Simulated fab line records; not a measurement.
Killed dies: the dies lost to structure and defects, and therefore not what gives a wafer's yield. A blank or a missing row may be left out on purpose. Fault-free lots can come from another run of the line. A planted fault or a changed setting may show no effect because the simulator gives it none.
Chamber matching :: flow nand harc :: pecvd-04 running NHARC_P_BONDPAD_DEP_00: 3 sister chambers
The step deposits SiCN, target thk 250 nm. 6 wafers are shown with their chamber, then 7 later ones without.

== WAFERS WITH THEIR CHAMBER ==
wafer: L084.4
chamber: 0
heater power w (W): 626
susceptor temp C (C): 369.94

wafer: L084.5
chamber: 1
heater power w (W): 493
susceptor temp C (C): 369.96

wafer: L086.3
chamber: 0
heater power w (W): 621
susceptor temp C (C): 370.04

wafer: L086.5
chamber: 1
heater power w (W): 477
susceptor temp C (C): 370.06

wafer: L087.2
chamber: 2
heater power w (W): 571
susceptor temp C (C): 370.20

wafer: L087.4
chamber: 2
heater power w (W): 600
susceptor temp C (C): 370.15

== WAFERS WITHOUT THEIR CHAMBER ==
wafer: L087.6
heater power w (W): 697
susceptor temp C (C): 370.39

wafer: L091.1
heater power w (W): 414
susceptor temp C (C): 369.87

wafer: L091.3
heater power w (W): 556
susceptor temp C (C): 369.78

wafer: L091.5
heater power w (W): 433
susceptor temp C (C): 369.74

wafer: L094.2
heater power w (W): 593
susceptor temp C (C): 370.10

wafer: L094.4
heater power w (W): 437
susceptor temp C (C): 370.14

wafer: L094.5
heater power w (W): 673
susceptor temp C (C): 370.10

== EACH ONE'S CHAMBER ==
wafer: L087.6
from the rows above: can't be placed: 0 or 2
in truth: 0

wafer: L091.1
from the rows above: 1
in truth: 1

wafer: L091.3
from the rows above: can't be placed: 0 or 1 or 2
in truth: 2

wafer: L091.5
from the rows above: 1
in truth: 1

wafer: L094.2
from the rows above: can't be placed: 2 or 0
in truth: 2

wafer: L094.4
from the rows above: 1
in truth: 1

wafer: L094.5
from the rows above: 0
in truth: 0
4 of 7 placed correctly. From these rows, 3 cannot be placed; in 3 the true chamber is one of the candidates. Wrongly placed: 0.
How it was worked out, from the rows above alone: a wafer's distance from a chamber is the root of the sum, over the readings, of the square of ((its reading less the chamber's mean) divided by the reading's scatter). If the next closest chamber is less than 2 further off than the closest, the wafer can't be placed; otherwise it belongs to the closest. A chamber's mean is the mean of its shown wafers. The scatter: the root of (the sum of the squares of (reading less its chamber's mean) over the shown wafers, divided by (wafers less chambers)).
